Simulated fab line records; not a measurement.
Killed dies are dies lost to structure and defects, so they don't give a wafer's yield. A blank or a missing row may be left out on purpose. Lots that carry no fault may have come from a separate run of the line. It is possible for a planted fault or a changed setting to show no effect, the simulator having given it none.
Split-lot experiment :: flow n5_finfet :: 21 wafers read across 7 lots, on a route 1938 steps long

THE SPLIT ITSELF
At N5_HKMG_FIN_EXPOSE_09 (exposes mask NWFM), the setting dose_mj was moved away from the recipe's 39.25 on 3 of the 21 wafers read, by -3.6% to +6.1%. This setting was run at the recipe's value on the other wafers.

FROM THE SPLIT TO THE READING: what the file shows between them, 2 steps
- N5_HKMG_FIN_PEB_10: peb time 60 s
- N5_HKMG_FIN_DEVELOP_11: develop time 30 s

THE READING
Shown in nm: cd_nm at N5_HKMG_FIN_CD_MEAS_12, with target cd 92.8 nm. A value of 92.6 nm with a standard deviation of 0.82 nm is what fault-free wafers of this fab line usually give.

wafer: L080.1
tool, chamber at the split: arfi_scanner-03, 0
dose_mj as run: 39.25
against the recipe: recipe
cd_nm, nm: 93.8
against lot-mates on the recipe: -

wafer: L080.2
tool, chamber at the split: arfi_scanner-03, 0
dose_mj as run: 39.25
against the recipe: recipe
cd_nm, nm: 94.7
against lot-mates on the recipe: -

wafer: L080.5
tool, chamber at the split: arfi_scanner-03, 0
dose_mj as run: 39.25
against the recipe: recipe
cd_nm, nm: 92.8
against lot-mates on the recipe: -

wafer: L081.1
tool, chamber at the split: arfi_scanner-03, 0
dose_mj as run: 39.25
against the recipe: recipe
cd_nm, nm: 92.8
against lot-mates on the recipe: -

wafer: L081.3
tool, chamber at the split: arfi_scanner-03, 0
dose_mj as run: 39.25
against the recipe: recipe
cd_nm, nm: 93.4
against lot-mates on the recipe: -

wafer: L081.4
tool, chamber at the split: arfi_scanner-03, 0
dose_mj as run: 39.25
against the recipe: recipe
cd_nm, nm: 92.7
against lot-mates on the recipe: -

wafer: L090.1
tool, chamber at the split: arfi_scanner-03, 0
dose_mj as run: 39.25
against the recipe: recipe
cd_nm, nm: 92.6
against lot-mates on the recipe: -

wafer: L090.5
tool, chamber at the split: arfi_scanner-03, 0
dose_mj as run: 39.25
against the recipe: recipe
cd_nm, nm: 92.1
against lot-mates on the recipe: -

wafer: L090.6
tool, chamber at the split: arfi_scanner-03, 0
dose_mj as run: 37.85
against the recipe: -3.6%
cd_nm, nm: 90.9
against lot-mates on the recipe: -1.4

wafer: L091.2
tool, chamber at the split: arfi_scanner-02, 0
dose_mj as run: 39.25
against the recipe: recipe
cd_nm, nm: 93.2
against lot-mates on the recipe: -

wafer: L091.5
tool, chamber at the split: arfi_scanner-02, 0
dose_mj as run: 39.25
against the recipe: recipe
cd_nm, nm: 92.5
against lot-mates on the recipe: -

wafer: L091.6
tool, chamber at the split: arfi_scanner-02, 0
dose_mj as run: 39.25
against the recipe: recipe
cd_nm, nm: 92.2
against lot-mates on the recipe: -

wafer: L093.2
tool, chamber at the split: arfi_scanner-02, 0
dose_mj as run: 39.25
against the recipe: recipe
cd_nm, nm: 91.8
against lot-mates on the recipe: -

wafer: L093.5
tool, chamber at the split: arfi_scanner-02, 0
dose_mj as run: 41.64
against the recipe: +6.1%
cd_nm, nm: 97.8
against lot-mates on the recipe: +5.0

wafer: L093.6
tool, chamber at the split: arfi_scanner-02, 0
dose_mj as run: 39.25
against the recipe: recipe
cd_nm, nm: 93.9
against lot-mates on the recipe: -

wafer: L096.1
tool, chamber at the split: arfi_scanner-03, 0
dose_mj as run: 39.25
against the recipe: recipe
cd_nm, nm: 91.8
against lot-mates on the recipe: -

wafer: L096.2
tool, chamber at the split: arfi_scanner-03, 0
dose_mj as run: 39.25
against the recipe: recipe
cd_nm, nm: 91.9
against lot-mates on the recipe: -

wafer: L096.3
tool, chamber at the split: arfi_scanner-03, 0
dose_mj as run: 39.25
against the recipe: recipe
cd_nm, nm: 92.4
against lot-mates on the recipe: -

wafer: L097.2
tool, chamber at the split: arfi_scanner-03, 0
dose_mj as run: 39.25
against the recipe: recipe
cd_nm, nm: 92.4
against lot-mates on the recipe: -

wafer: L097.4
tool, chamber at the split: arfi_scanner-03, 0
dose_mj as run: 40.6
against the recipe: +3.4%
cd_nm, nm: 94.7
against lot-mates on the recipe: +1.9

wafer: L097.6
tool, chamber at the split: arfi_scanner-03, 0
dose_mj as run: 39.25
against the recipe: recipe
cd_nm, nm: 93.2
against lot-mates on the recipe: -

FIT RESULTS
A straight line over all 21 wafers: cd_nm changes by +0.707 nm for each +1% of dose_mj; r = +0.85; the points scatter about the line by 0.79 nm.
The same after taking each lot's own level away (the mean of its wafers on the recipe; 21 wafers): +0.673 nm for each +1%; r = +0.89; scatter 0.62 nm.
That fit puts the effect of the largest move of dose_mj on the reading at 4.1 nm.
Across the lots, their own levels run from 92.03 to 93.77 nm, a range of 2.1 times the standard deviation given above.
The two slopes are in agreement: the lot-to-lot level therefore moves the slope only a little.
Check: with one of the wafers moved furthest among these (+6.1%) left out of the fit, the line predicts +2.93 nm for it against its lot-mates. Against them it came out at +4.95 nm.

THE OTHER SPLITS THESE WAFERS WENT THROUGH
Before the reading, these wafers also passed through other splits. Each is held against what the fit with the lots' levels taken away leaves over:
other split on the same wafers: N5_SD_EPI_N_PEB_07 peb_time_s
wafers away from the commonest value: 6
r with cd_nm (lot level and that fit taken away): +0.03

other split on the same wafers: N5_SD_EPI_N_DESCUM_14 time_s
wafers away from the commonest value: 6
r with cd_nm (lot level and that fit taken away): -0.39

other split on the same wafers: N5_SD_EPI_P_EPI_21 temp_c
wafers away from the commonest value: 5
r with cd_nm (lot level and that fit taken away): -0.44

other split on the same wafers: N5_SD_ACTIVATION_LSA_01 temp_c
wafers away from the commonest value: 6
r with cd_nm (lot level and that fit taken away): -0.16

other split on the same wafers: N5_SDB_COAT_03 spin_rpm
wafers away from the commonest value: 6
r with cd_nm (lot level and that fit taken away): -0.14

other split on the same wafers: N5_SDB_EXPOSE_08 dose_mj
wafers away from the commonest value: 6
r with cd_nm (lot level and that fit taken away): -0.23

THE FILE'S OWN FIT
cd_nm changes by +0.675 nm for each +1% of dose_mj, r = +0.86.
